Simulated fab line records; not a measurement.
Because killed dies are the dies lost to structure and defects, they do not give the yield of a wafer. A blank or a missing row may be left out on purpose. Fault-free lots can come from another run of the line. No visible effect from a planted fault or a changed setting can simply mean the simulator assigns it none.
fab line records	flow n5_finfet
record: lots: 5	wafers: 14	last_day: 18
route steps=1938 shown DUMMY_GATE@248 SPACER0@258 SD_EPI_N@262 BEOL_M4@1111 PASSIVATION@1936
lots with no fault: from the same line, run without faults
start_h: start of the lot's first displayed wafer, in hours after the record's first day	wait_h: time in hours since the lot's previous step	" identical to the entry in the row above	L1.1+2: several wafers, shown together as one row	- no value, or no start was given	* or withheld: withheld	< > ~ a bound
route shown NAME@n: a module of which the file shows steps, and the number in the route of the first	usual: the fault-free wafers' mean and standard deviation	same: alike in all rows	chamber/n: place in a boat	sites: readings site by site	_std_site: the standard deviation of these	_edge_site: mean of outer sites minus mean of inner sites	radius_mm: for every site, how far away it sits from the centre of the wafer	mask NAME#n: copy n	behind: the last tool/chamber to shape the wafer	hold: cause of the lot's hold/its duration in hours/its outcome	device: whichever transistor did not switch (one of n, p or np)	end of line: the route-end tests of the same wafers	step lacking rows: just its recipe	killed: the dies lost at the first sort to structure and to defects; this is not the yield of the wafer	map: the dies of a wafer, with x for killed, . for not killed, _ for no die there
set.NAME: setting as actually run; set.NAME@STEP: the setting as run at that earlier step	model.NAME: the simulator's own value behind a step, which no gauge read
a table for each step, a row for each wafer; lots at some steps of the route
services: when a tool's chamber went out of use (start_h, in hours from the record's first day, below 0 if earlier), for how many hours, and the reason
== steps ==
step: N5_DUMMY_GATE_ETCH_44
recipe: chemistry: HBr/O2	over_etch_frac: 0.7	target_depth_a: 1275	stop_on: SiO2	ion_energy_ev: 60	bias_w: 20	target: poly-Si	mask_material: SiO2	pressure_mtorr: 20	icp_w: 400	HBr_flow_sccm: 120	O2_flow_sccm: 10
step: N5_DUMMY_GATE_ETCH_42
recipe: chemistry: CHF3/O2	target: SiO2	target_depth_a: 35	time_s: 31	ion_energy_ev: 30	bias_w: 12	pressure_mtorr: 30	source_w: 600	Ar_flow_sccm: 200	CHF3_flow_sccm: 50	O2_flow_sccm: 5
step: N5_DUMMY_GATE_STRIP_48
recipe: chemistry: N2/H2	time_s: 20	power_w: 100	temp_c: 40	pressure_mtorr: 100	rf_frequency_hz: 6e+07	bias_power_w: 3	n2_flow_sccm: 300	h2_flow_sccm: 300
step: N5_DUMMY_GATE_PRECLEAN_33
recipe: chemistry: dHF	time_s: 10	dilution: 750:1	temp_c: 25
step: N5_DUMMY_GATE_PRECLEAN_25
recipe: chemistry: O3/DIW	time_s: 45	temp_c: 22	o3_ppm: 10
step: N5_DUMMY_GATE_PRECLEAN_51
recipe: chemistry: SC2	time_s: 45	temp_c: 35	mix: 1:1:50
step: N5_DUMMY_GATE_SRD_26
recipe: dry: ipa_marangoni	time_s: 30	temp_c: 23	rinse_liquid: diw
step: N5_DUMMY_GATE_UV_OZONE_45
recipe: time_s: 120	pressure_torr: 760	temp_c: 25
step: N5_SPACER0_ALD_07
recipe: material: SiNx	target_thk_a: 20	temp_c: 400	ald_precursor_family: SiH2I2	ald_co_reactant: N2/H2-plasma	pressure_torr: 2
step: N5_SPACER0_ALD_00
recipe: material: SiOCN	target_thk_a: 35	temp_c: 400	ald_precursor_family: alkyl-aminosilane	ald_co_reactant: O2/N2-plasma	pulse_time_s: 3	purge_time_s: 2	co_reactant_purge_time_s: 2	ald_cycles: 58	pressure_torr: 2
step: N5_SPACER0_ALD_08
recipe: material: SiNx	target_thk_a: 20	temp_c: 400	ald_precursor_family: SiH2I2	ald_co_reactant: N2/H2-plasma	pressure_torr: 2
usual: heater_power_w: 826/120
lot.wafer	tool	chamber	start_h	wait_h	heater_power_w	model.SiNx_of_SPACER0_ALD_08.thk_nm
L480.2	ald_sin-03	2	74.88	0.1	640	2
L480.4	"	2	"	"	624	2
L480.6	"	3	"	"	919	2
L488.3	ald_sin-01	2	125.68	0.1	922	2
L488.4	"	1	"	"	684	2
L488.6	"	1	"	"	685	2
L494.1	ald_sin-01	2	156.57	0.1	932	2.6
L494.3	"	3	"	"	907	2.6
L494.5	"	3	"	"	919	2
L496.2	ald_sin-01	1	168.80	0.1	675	2
L496.3	"	3	"	"	913	2.6
L499.3	ald_sin-01	2	185.84	0.1	956	2.6
L499.4	"	1	"	"	689	2
L499.5	"	2	"	"	948	2
step: N5_SD_EPI_N_COAT_32
recipe: resist: SOC	temp_c: 250	time_s: 60	spin_rpm: 1500	resist_thk_nm: 350
step: N5_SD_EPI_N_COAT_33
recipe: resist: SiARC	temp_c: 220	time_s: 60	spin_rpm: 1500	resist_thk_nm: 35
step: N5_SD_EPI_N_COAT_03
recipe: resist: CAR-ArF-block	spin_rpm: 1500	resist_thk_nm: 150
step: N5_SD_EPI_N_EBR_05
recipe: solvent: PGMEA	ebr_width_mm: 1.5
step: N5_SD_EPI_N_SOFTBAKE_04
recipe: temp_c: 110	time_s: 60	resist: CAR-ArF-block
step: N5_SD_EPI_N_EXPOSE_06
recipe: mask_id: SD_N_BLK	na: 1.35	source_shape: conventional	sigma_outer: 0.8	polarization: unpolarized	target_cd_nm: 120	dose_mj: 39.75
step: N5_SD_EPI_N_PEB_07
recipe: peb_temp_c: 110	peb_time_s: 60	resist: CAR-ArF-block
step: N5_SD_EPI_N_DEVELOP_08
recipe: develop_time_s: 30	developer: TMAH	resist: CAR-ArF-block	dev_temp_c: 23	rinse_liquid: diw	dry: air_spin
step: N5_SD_EPI_N_DESCUM_14
recipe: chemistry: O2	time_s: 7.9	source_power_w: 50	bias_power_w: 20	pressure_mtorr: 20	rf_frequency_hz: 2.712e+07	temp_c: 40	resist: CAR-ArF-block	o2_flow_sccm: 225
step: N5_SD_EPI_N_ETCH_34
recipe: chemistry: CF4	target: SiARC	target_depth_a: 455	mask_material: CAR-ArF-block	time_s: 75.8	ion_energy_ev: 80	pressure_mtorr: 40	source_w: 545	bias_w: 36	Ar_flow_sccm: 100	cf4_flow_sccm: 100	ends: cleared
step: N5_SD_EPI_N_ETCH_35
recipe: chemistry: N2/H2	target: SOC	overetch_a: 1080	mask_material: SiARC	temp_c: 40	ion_energy_ev: 100	source_w: 3000	bias_w: 133	pressure_mtorr: 20	time_s: 486	n2_flow_sccm: 200	h2_flow_sccm: 200
step: N5_SD_EPI_N_STRIP_36
recipe: chemistry: N2/H2	temp_c: 40	n2_flow_sccm: 200	h2_flow_sccm: 200	rf_frequency_hz: 6e+07
step: N5_SD_EPI_N_ETCHBACK_44
recipe: chemistry: CH3F/O2	mode: anisotropic_etchback	target: SiNx	target_depth_a: 145	stop_on: SiO2	over_etch_frac: 0.3	ion_energy_ev: 120	pressure_mtorr: 30	source_w: 395	bias_w: 73	Ar_flow_sccm: 150	CH3F_flow_sccm: 30	O2_flow_sccm: 20
step: N5_SD_EPI_N_ETCH_45
recipe: chemistry: CH3F/O2	target: SiOCN	target_depth_a: 60	mask_material: SOC	ion_energy_ev: 60	bias_w: 29	pressure_mtorr: 15	source_w: 410	Ar_flow_sccm: 150	CH3F_flow_sccm: 30	O2_flow_sccm: 20
step: N5_SD_EPI_N_ETCH_16
recipe: chemistry: CHF3/O2	target: SiO2	target_depth_a: 50	mask_material: SOC	pressure_mtorr: 30	source_w: 650	bias_w: 170	Ar_flow_sccm: 200	CHF3_flow_sccm: 50	O2_flow_sccm: 5	ion_energy_ev: 200
step: N5_SD_EPI_N_STRIP_47
recipe: chemistry: CHF3/O2	resist: SiARC	rf_frequency_hz: 6e+07
step: N5_SD_EPI_N_SD_RECESS_17
recipe: chemistry: HBr/Cl2/O2	target_depth_a: 410	mask_material: SOC	time_s: 23.7	bt_time_s: 3	pressure_mtorr: 10	icp_w: 800	bias_w: 112	HBr_flow_sccm: 150	Cl2_flow_sccm: 80	O2_flow_sccm: 12
step: N5_SD_EPI_N_STRIP_38
recipe: chemistry: N2/H2	power_w: 1000	temp_c: 250	h2_frac: 0.65	overash_fraction: 0.3	pressure_mtorr: withheld	n2_flow_sccm: 1750	h2_flow_sccm: 3250
step: N5_SD_EPI_N_WET_ETCH_43
recipe: chemistry: dHF	dilution: withheld	time_s: 14	target: SiO2	target_depth_a: 15	temp_c: 25
lot.wafer	tool	chamber	start_h	wait_h	model.SiNx_of_SPACER0_ALD_08.thk_nm
L480.2+4+6	wet_bench-01	1,0,3	76.80	-	1.6
L488.3+4+6	wet_bench-01	7,2,1	127.89	-	1.6
L494.1+3	wet_bench-02	7,4	158.12	-	2.2
L494.5	"	6	"	"	1.6
L496.2	wet_bench-01	1	170.49	-	1.6
L496.3	"	5	"	"	2.2
L499.3	wet_bench-01	7	187.37	-	2.2
L499.4+5	"	0,2	"	"	1.6
step: N5_SD_EPI_N_STRIP_18
recipe: chemistry: SPM	time_s: 750	temp_c: 130	h2so4_h2o2_vol_ratio: 4
step: N5_SD_EPI_N_SRD_20
recipe: dry: ipa_marangoni	do_ppb: 5	time_s: 30	temp_c: 23	rinse_liquid: diw
step: N5_SD_EPI_N_PRECLEAN_48
recipe: chemistry: NF3:NH3	afs_cycles: 2	temp_c: 30	time_s: 20	sublimation_temp_c: 180	sublimation_time_s: 60	pressure_torr: 3	rf_power_w: 30
step: N5_SD_EPI_N_VAPOR_ETCH_50
recipe: chemistry: HCl	target: Si	temp_c: 775	time_s: 54	pressure_torr: 20	mode: isotropic
step: N5_SD_EPI_N_EPI_21
recipe: material: Si:P	dopant: P	temp_c: 680	pressure_torr: 255	time_s: 690
step: N5_BEOL_M4_RC_MEAS_101
usual: DIBL_N: 36.0/1.7	DIBL_P: 36.0/2	IOFF_N: 0.156/0.028	IOFF_P: 0.21/0.04	ION_N: 673/12	ION_P: 463/8.3	REXT_N: 75.7/1.7	REXT_P: 100.4/2	SS_N: 71.4/0.6	SS_P: 73.3/0.66	VT_N: 250/3	VT_P: -250/3.8
lot.wafer	tool	chamber	start_h	wait_h	DIBL_N[mV/V]	DIBL_P[mV/V]	IOFF_N[nA/um]	IOFF_P[nA/um]	ION_N[uA/um]	ION_P[uA/um]	REXT_N[ohm.um]	REXT_P[ohm.um]	SS_N[mV/dec]	SS_P[mV/dec]	VT_N[mV]	VT_P[mV]
L480.2	prober-01	0	181.66	0.2	36.5	37.9	0.164	0.24	667	462	79.5	106.2	71.3	73.4	252	-248
L480.4	"	0	"	"	35.1	36.4	0.134	0.22	671	469	76.4	103.5	71.3	72.9	253	-248
L480.6	"	0	"	"	35.4	37.0	0.144	0.23	671	469	78.2	105.3	71.8	73.0	250	-248
L488.3	prober-02	0	239.08	0.3	34.1	34.7	0.139	0.23	678	474	74.1	101.4	70.7	73.0	250	-246
L488.4	"	0	"	"	34.8	35.9	0.168	0.25	685	480	73.2	101.5	71.6	73.5	245	-245
L488.6	"	0	"	"	36.1	37.3	0.177	0.29	666	469	74.0	101.0	71.5	73.5	246	-244
L494.1	prober-01	0	275.71	0.0	32.3	34.0	0.099	0.13	635	434	81.5	109.6	71.7	72.9	260	-261
L494.3	"	0	"	"	32.1	33.8	0.102	0.13	636	430	82.4	110.3	71.2	73.2	257	-259
L494.5	"	0	"	"	37.9	38.8	0.180	0.21	670	445	73.5	100.0	72.7	74.4	251	-254
L496.2	prober-01	0	300.94	0.2	33.8	32.6	0.125	0.16	667	461	76.6	99.6	70.6	73.0	252	-252
L496.3	"	0	"	"	31.7	31.1	0.095	0.12	635	430	85.9	110.8	70.6	73.4	258	-259
L499.3	prober-02	0	312.89	0.3	33.7	35.4	0.132	0.16	655	443	81.8	108.5	70.6	73.4	253	-256
L499.4	"	0	"	"	38.8	40.0	0.218	0.26	711	480	74.2	97.5	72.0	74.3	244	-247
L499.5	"	0	"	"	36.3	37.7	0.167	0.21	698	474	73.9	99.0	71.3	73.4	250	-252
step: N5_PASSIVATION_PROBE_49
usual: defect_limited_yield: 91.6/1.6	killed_at_M0_to_M3: 31/10	killed_at_M4_up: 14/6.3	killed_at_contacts: 12/6.1	killed_at_front_end: 39/12	killed_at_other: 3.7/2.8	killed_dies: 100/19	killed_open: 66/14	killed_short: 33/8.1	sort_bin_5_function: 5.0/1.1	sort_bin_6_memory: 3.2/0.66	sort_bin_8_speed: 0.01/0.077	sort_n_pass: 1080/18	sort_yield_pct: 91.6/1.6
same: gross_dies: 1180	killed_at_back_side: 0	sort_bin_4_leakage[%]: 0
lot.wafer	tool	chamber	start_h	wait_h	defect_limited_yield[%]	killed_at_M0_to_M3	killed_at_M4_up	killed_at_contacts	killed_at_front_end	killed_at_other	killed_dies	killed_open	killed_short	sort_bin_5_function[%]	sort_bin_6_memory[%]	sort_bin_8_speed[%]	sort_n_pass	sort_yield_pct[%]
L480.2	prober-02	-	286.25	0.1	92.0	22	4	22	43	3	94	59	33	4.7	3.1	0	1086	92.0
L480.4	prober-02	-	286.35	0.2	92.4	40	11	12	26	1	90	56	33	4.7	2.8	0	1090	92.4
L480.6	prober-02	-	286.45	0.3	93.6	25	9	11	28	2	75	47	28	4.2	2.1	0	1105	93.6
L494.1	prober-01	-	382.68	0.0	90.4	27	6	11	66	3	113	78	35	5.6	3.7	3.05	1031	87.4
L494.3	prober-01	-	382.78	0.1	92.3	30	13	14	32	2	91	59	30	4.2	3.1	18.64	869	73.6
L496.3	prober-02	-	404.50	0.1	93.6	11	16	7	35	7	76	54	22	3.2	2.9	24.07	820	69.5
L499.3	prober-02	-	420.03	0.1	91.9	20	11	11	51	3	96	67	28	5.0	2.7	0.08	1083	91.8
killed by level:class
L480.2 MOL_CONTACT_COAG:geometric_particle:open=14 FIN_SAQP:geometric_particle:short=8 STI_FIN_REVEAL:geometric_particle:open=7 BEOL_M0_SAQP:geometric_particle:open=7 GATE_CUT:geometric_particle:open=6 MOL_CONTACT_COAG:geometric_particle:short=6 STARTING-WAFER:geometric_particle:open=6 FIN_SAQP:geometric_particle:open=5
L480.4 MOL_CONTACT_COAG:geometric_particle:open=10 BEOL_M0_SAQP:geometric_particle:short=10 BEOL_M0_SAQP:geometric_particle:open=9 BEOL_M2:geometric_particle:open=9 FIN_SAQP:geometric_particle:open=5 BEOL_M1:geometric_particle:open=5 BEOL_M4:geometric_particle:open=5 FIN_SAQP:geometric_particle:short=4
L480.6 MOL_CONTACT_COAG:geometric_particle:open=8 BEOL_M0_SAQP:geometric_particle:short=7 FIN_SAQP:geometric_particle:short=5 DUMMY_GATE:geometric_particle:open=5 BEOL_M0_SAQP:geometric_particle:open=5 BEOL_M2:geometric_particle:open=5 STI_FIN_REVEAL:geometric_particle:open=4 BEOL_M4:geometric_particle:open=4
L494.1 STI_FIN_REVEAL:geometric_particle:open=19 FIN_SAQP:geometric_particle:open=18 MOL_CONTACT_COAG:geometric_particle:open=9 BEOL_M0_SAQP:geometric_particle:short=9 STI_FIN_REVEAL:geometric_particle:short=6 BEOL_M3:geometric_particle:open=6 BEOL_M2:geometric_particle:open=5 GATE_CUT:geometric_particle:open=4
L494.3 MOL_CONTACT_COAG:geometric_particle:open=11 BEOL_M0_SAQP:geometric_particle:short=7 BEOL_M2:geometric_particle:open=6 BEOL_M4:geometric_particle:open=6 FIN_SAQP:geometric_particle:open=5 BEOL_M1:geometric_particle:open=5 BEOL_M3:geometric_particle:open=5 STARTING-WAFER:geometric_particle:short=5
L496.3 BEOL_M4:geometric_particle:open=12 FIN_SAQP:geometric_particle:open=8 MOL_CONTACT_COAG:geometric_particle:open=6 FIN_SAQP:geometric_particle:short=5 BEOL_M1:geometric_particle:open=5 STARTING-WAFER:geometric_particle:short=4 STI_FIN_REVEAL:geometric_particle:open=3 ILD0:geometric_particle:open=3
L499.3 STI_FIN_REVEAL:geometric_particle:open=11 FIN_SAQP:geometric_particle:open=10 MOL_CONTACT_COAG:geometric_particle:open=10 BEOL_M3:geometric_particle:open=8 GATE_CUT:geometric_particle:short=7 STI_FIN_REVEAL:geometric_particle:short=4 DUMMY_GATE:geometric_particle:open=4 ILD0:geometric_particle:short=4
map L494.1 (x killed, . not)
_________________............________________
______________.....x.xx........._____________
___________................x....x..__________
__________.xx...............x......._________
________............xx....x..x........_______
_______......x..............x.....x....______
______........x......x..x.x.x.x........._____
_____x......x....x.......................____
____........................x.............___
___......x.......x...x.........xx..........__
___....x..x........x..x.x........x..x......__
__x.....x.................x..............x.._
__.x....x...................x....x.......x.x_
_.......x.x................x..x..............
_.............x..............................
_.x................x.............x...........
_...............x........x..x................
_.x..x........x..............................
_..x............x.....x.......x..............
_...x.....x......................x..........x
_........xx.........x........................
__......x.....xx.....x....................x._
__............x............................._
___..x..........x.x..x....x......x.x....x..__
___..x...x.........x.......x....x...x......__
____.........x................x...x.......___
_____...................x..............x.____
______.......x.........................._____
_______..................x.....x....x..______
________x.........x.xx........x......._______
__________...............x.....xx..._________
___________........x..............x__________
______________.x................_____________
_________________........x...________________
map L496.2 (x killed, . not)
_________________....x.......________________
______________................xx_____________
___________.................x......__________
__________...................x......_________
________..........................x..._______
_______...........................x....______
______.................................._____
_____....................................____
____.................x........x...........___
___.x.........................x.........x..__
___.x......x.....x............x............__
__...x..x..................................x_
__....x..................x.......x..xxx....._
_...............................x............
_..x...x...........x.x........x........x...x.
_..x.x..................x....................
_..........................x.................
_.........x................x..x............x.
_...x...xx.................x.........x......x
_..............x...........................x.
_...x......................................x.
__..x.........xx........x.................x._
__..........x...x.x.......................x._
___........................x...x.x.x.......__
___......x.x.....x......x...........x.xx...__
____......x......x.........x..............___
_____...............................x...x____
______....x........................x...._____
_______...............x....x...........______
________....x...x..............x......_______
__________.x..................x....._________
___________....x...x........x..x...__________
______________.................._____________
_________________............________________
== services ==
tool	chamber	start_h	hours	kind
ald_sin-03	3	54.19	3.0	repair
ald_sin-03	0	59.67	15.9	repair
ald_sin-03	-	61.54	6.1	pm
ald_sin-03	3	76.69	9.6	repair
ald_sin-01	-	85.90	14.0	pm
ald_sin-01	0	85.90	14.0	vent_cycle
ald_sin-01	1	85.90	14.0	vent_cycle
ald_sin-01	2	85.90	14.0	vent_cycle
ald_sin-01	3	85.90	14.0	vent_cycle
ald_sin-03	0	95.77	2.0	repair
ald_sin-01	0	99.90	-	clean
ald_sin-01	1	99.90	-	clean
ald_sin-01	2	99.90	-	clean
ald_sin-01	3	99.90	-	clean
ald_sin-01	2	126.17	3.7	repair
== key ==
first_sign: step: N5_BEOL_M4_RC_MEAS_101	reading: REXT_P	direction: up	sigmas: 4.6	usual: 100.4	struck: 109.8
effect: step: N5_BEOL_M4_RC_MEAS_101	reading: REXT_N	direction: up	sigmas: 4.2	usual: 75.7	struck: 82.9
effect: step: N5_BEOL_M4_RC_MEAS_101	reading: ION_P	direction: down	sigmas: 3.4	usual: 463	struck: 434
effect: step: N5_BEOL_M4_RC_MEAS_101	reading: ION_N	direction: down	sigmas: 2.8	usual: 673	struck: 640
effect: step: N5_BEOL_M4_RC_MEAS_101	reading: VT_N	direction: up	sigmas: 2.3	usual: 250	struck: 257
effect: step: N5_BEOL_M4_RC_MEAS_101	reading: VT_P	direction: down	sigmas: 2.2	usual: -250	struck: -259
effect: step: N5_BEOL_M4_RC_MEAS_101	reading: DIBL_N	direction: down	sigmas: 2.1	usual: 36.0	struck: 32.5	wafers_moved: 1
effect: step: N5_BEOL_M4_RC_MEAS_101	reading: IOFF_P	direction: down	sigmas: 1.9	usual: 0.21	struck: 0.14
effect: step: N5_BEOL_M4_RC_MEAS_101	reading: IOFF_N	direction: down	sigmas: 1.8	usual: 0.156	struck: 0.107
effect: step: N5_PASSIVATION_PROBE_49	reading: sort_bin_8_speed	direction: up	sigmas: 99+	usual: 0.01	struck: 11.46	wafers_moved: 3
model_effect: step: N5_SPACER0_ALD_08	value: SiNx_of_SPACER0_ALD_08.thk_nm	without: 2	struck: 2.6
model_effect: step: N5_SD_EPI_N_WET_ETCH_43	value: SiNx_of_SPACER0_ALD_08.thk_nm	without: 1.6	struck: 2.2
met_at N5_SPACER0_ALD_08
struck_wafers L494.1,L494.3,L496.3,L499.3
onset_between 125.68 156.57
fault: kind: process_parameter_drift	tool: ald_sin-01	chamber: -	onset_h: 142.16	steps: N5_SPACER0_ALD_08	channel: target_thk_a	offset: *	shape: step	end_h: 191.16	scope: struck_wafers_only	acts_in: *	stated: *
